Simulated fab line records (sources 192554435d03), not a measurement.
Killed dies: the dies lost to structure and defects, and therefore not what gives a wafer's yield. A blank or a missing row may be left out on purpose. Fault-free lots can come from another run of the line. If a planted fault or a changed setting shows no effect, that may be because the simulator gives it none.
Which of the tools did it? :: flow n5-finfet :: 30 wafers from 11 lots sampled at 2 of the route's 1938 steps

## WHAT EACH GAUGE READ, for each wafer
N5_BEOL_M4_RC_MEAS_101. Usual: DIBL_N 35.8 mV/V, standard deviation 1.6; DIBL_P 35.6 mV/V, standard deviation 2; IOFF_N 0.15 nA/um, standard deviation 0.031; IOFF_P 0.20 nA/um, standard deviation 0.033; ION_N 668 uA/um, standard deviation 12; ION_P 459 uA/um, standard deviation 6.8; SS_N 71.4 mV/dec, standard deviation 0.53; SS_P 73.1 mV/dec, standard deviation 0.63; VT_N 250 mV, standard deviation 3.5; VT_P -251 mV, standard deviation 3.
lot: L157
measured: day 14 04:38
on: prober-01
DIBL_N (mV/V): 33.3 34.9 34.7
DIBL_P (mV/V): 32.8 34.0 33.7
IOFF_N (nA/um): 0.11 0.13 0.12
IOFF_P (nA/um): 0.16 0.17 0.18
ION_N (uA/um): 662 662 667
ION_P (uA/um): 455 452 458
SS_N (mV/dec): 71.1 71.9 71.4
SS_P (mV/dec): 72.4 72.8 73.2
VT_N (mV): 254 253 253
VT_P (mV): -253 -253 -254
flag: 

lot: L156
measured: day 14 20:15
on: prober-02
DIBL_N (mV/V): 35.0 37.2 33.3
DIBL_P (mV/V): 34.9 37.6 33.1
IOFF_N (nA/um): 0.13 0.18 0.12
IOFF_P (nA/um): 0.16 0.21 0.15
ION_N (uA/um): 664 681 653
ION_P (uA/um): 447 462 454
SS_N (mV/dec): 71.4 71.7 71.0
SS_P (mV/dec): 72.5 73.3 72.2
VT_N (mV): 252 248 254
VT_P (mV): -256 -254 -256
flag: 

lot: L155
measured: day 16 11:36
on: prober-01
DIBL_N (mV/V): 35.1 35.5 35.7
DIBL_P (mV/V): 33.8 34.0 34.8
IOFF_N (nA/um): 0.14 0.16 0.15
IOFF_P (nA/um): 0.18 0.19 0.19
ION_N (uA/um): 665 670 668
ION_P (uA/um): 460 458 456
SS_N (mV/dec): 70.7 71.3 70.7
SS_P (mV/dec): 72.5 72.5 72.8
VT_N (mV): 251 248 248
VT_P (mV): -252 -252 -250
flag: 

lot: L160
measured: day 17 03:42
on: prober-01
DIBL_N (mV/V): 34.6 34.2 33.9
DIBL_P (mV/V): 34.7 34.0 34.0
IOFF_N (nA/um): 0.12 0.12 0.12
IOFF_P (nA/um): 0.17 0.17 0.17
ION_N (uA/um): 643 657 644
ION_P (uA/um): 449 455 451
SS_N (mV/dec): 70.8 70.2 70.4
SS_P (mV/dec): 71.9 72.0 72.1
VT_N (mV): 258 255 256
VT_P (mV): -252 -253 -254
flag: 

lot: L161
measured: day 17 06:56
on: prober-01
DIBL_N (mV/V): 36.9 35.9 35.8
DIBL_P (mV/V): 37.6 36.5 36.0
IOFF_N (nA/um): 0.16 0.14 0.15
IOFF_P (nA/um): 0.21 0.19 0.19
ION_N (uA/um): 680 666 677
ION_P (uA/um): 470 454 464
SS_N (mV/dec): 71.3 71.4 71.4
SS_P (mV/dec): 73.9 73.9 73.5
VT_N (mV): 251 252 252
VT_P (mV): -251 -253 -252
flag: 

lot: L167
measured: day 18 02:15
on: prober-01
DIBL_N (mV/V): 36.0 35.0 37.1
DIBL_P (mV/V): 37.2 37.0 38.1
IOFF_N (nA/um): 0.16 0.15 0.18
IOFF_P (nA/um): 0.17 0.16 0.17
ION_N (uA/um): 667 668 681
ION_P (uA/um): 454 454 448
SS_N (mV/dec): 71.8 71.6 72.0
SS_P (mV/dec): 73.1 73.7 73.1
VT_N (mV): 253 251 248
VT_P (mV): -256 -255 -254
flag: 

lot: L172
measured: day 19 02:43
on: prober-01
DIBL_N (mV/V): 38.3 33.9
DIBL_P (mV/V): 38.7 33.4
IOFF_N (nA/um): 0.21 0.12
IOFF_P (nA/um): 0.26 0.17
ION_N (uA/um): 685 672
ION_P (uA/um): 470 462
SS_N (mV/dec): 71.5 70.7
SS_P (mV/dec): 73.5 72.6
VT_N (mV): 246 252
VT_P (mV): -245 -253
flag: 

lot: L174
measured: day 19 04:35
on: prober-01
DIBL_N (mV/V): 37.5 35.8 38.9
DIBL_P (mV/V): 36.4 35.5 38.6
IOFF_N (nA/um): 0.16 0.14 0.19
IOFF_P (nA/um): 0.21 0.20 0.24
ION_N (uA/um): 662 659 670
ION_P (uA/um): 455 462 460
SS_N (mV/dec): 71.3 70.8 71.8
SS_P (mV/dec): 73.1 73.3 73.6
VT_N (mV): 249 252 248
VT_P (mV): -249 -251 -247
flag: 

lot: L173
measured: day 20 04:23
on: prober-01
DIBL_N (mV/V): 37.8 35.0
DIBL_P (mV/V): 36.4 33.0
IOFF_N (nA/um): 0.16 0.11
IOFF_P (nA/um): 0.20 0.16
ION_N (uA/um): 659 663
ION_P (uA/um): 456 457
SS_N (mV/dec): 72.2 71.0
SS_P (mV/dec): 74.3 72.4
VT_N (mV): 248 254
VT_P (mV): -253 -254
flag: 

lot: L175
measured: day 20 05:26
on: prober-02
DIBL_N (mV/V): 35.9 35.6 33.5
DIBL_P (mV/V): 35.3 34.6 32.1
IOFF_N (nA/um): 0.15 0.13 0.10
IOFF_P (nA/um): 0.19 0.19 0.15
ION_N (uA/um): 686 659 648
ION_P (uA/um): 472 458 450
SS_N (mV/dec): 71.0 71.7 71.4
SS_P (mV/dec): 72.7 72.8 72.0
VT_N (mV): 247 251 256
VT_P (mV): -250 -251 -255
flag: 

lot: L176
measured: day 20 12:02
on: prober-01
DIBL_N (mV/V): 38.3 38.3
DIBL_P (mV/V): 39.7 39.2
IOFF_N (nA/um): 0.23 0.22
IOFF_P (nA/um): 0.28 0.27
ION_N (uA/um): 708 685
ION_P (uA/um): 480 465
SS_N (mV/dec): 71.9 71.4
SS_P (mV/dec): 73.8 74.4
VT_N (mV): 243 244
VT_P (mV): -245 -244
flag: 

N5_BEOL_M5_OCD_MEAS_38. Usual: trench-depth-nm at 70.9 nm, with a standard deviation of 1.1.
lot: L157
measured: day 14 08:53
on: ocd-01
trench-depth-nm (nm): 70.5 72.6 70.7
flag: 

lot: L156
measured: day 15 01:24
on: ocd-02
trench-depth-nm (nm): 69.8 71.9 72.1
flag: 

lot: L155
measured: day 16 15:31
on: ocd-01
trench-depth-nm (nm): 70.6 72.8 70.4
flag: 

lot: L160
measured: day 17 08:37
on: ocd-02
trench-depth-nm (nm): 70.5 71.3 72.2
flag: 

lot: L161
measured: day 17 14:14
on: ocd-02
trench-depth-nm (nm): 71.3 69.3 71.6
flag: 

lot: L167
measured: day 18 09:44
on: ocd-01
trench-depth-nm (nm): 72.7 69.5 70.0
flag: 

lot: L172
measured: day 19 09:52
on: ocd-01
trench-depth-nm (nm): 70.8 72.6
flag: 

lot: L174
measured: day 19 10:16
on: ocd-01
trench-depth-nm (nm): 70.9 71.6 69.4
flag: 

lot: L173
measured: day 20 11:17
on: ocd-01
trench-depth-nm (nm): 71.4 72.1
flag: 

lot: L175
measured: day 20 11:47
on: ocd-01
trench-depth-nm (nm): 72.4 70.9 72.5
flag: 

lot: L176
measured: day 20 19:12
on: ocd-01
trench-depth-nm (nm): 71.1 71.5
flag: 

## EACH LOT AND THE TOOL THAT RAN IT (in order: tool; ch and the chambers of the sampled wafers; start)
No process step before these readings appears in the record.

## AS READ BY THE TOOLS THEMSELVES (means over the sampled wafers that have a number; for cases with no such wafer, the mark the record gives instead)
The record holds no such reading with a usual standard deviation.

## THE ANSWER, worked out from the rows above alone
Rule: a lot counts as off when the mean over its wafers that have a number is more than 3 standard deviations away from the usual mean. Also off: a lot with no number at a reading for which 4 or more lots have one. The other lots that the step has rows for count as sound. Order of review: gauges by route order, followed by the tools' own readings, for which a lot's mean as printed above is used. The first step at which some lot is off is used, and at that step the reading that is off furthest; a lot without a number counts as furthest.
None of the lots is off at any reading shown; this tells nothing.

## WHAT HAD BEEN PUT IN BY THE SIMULATOR
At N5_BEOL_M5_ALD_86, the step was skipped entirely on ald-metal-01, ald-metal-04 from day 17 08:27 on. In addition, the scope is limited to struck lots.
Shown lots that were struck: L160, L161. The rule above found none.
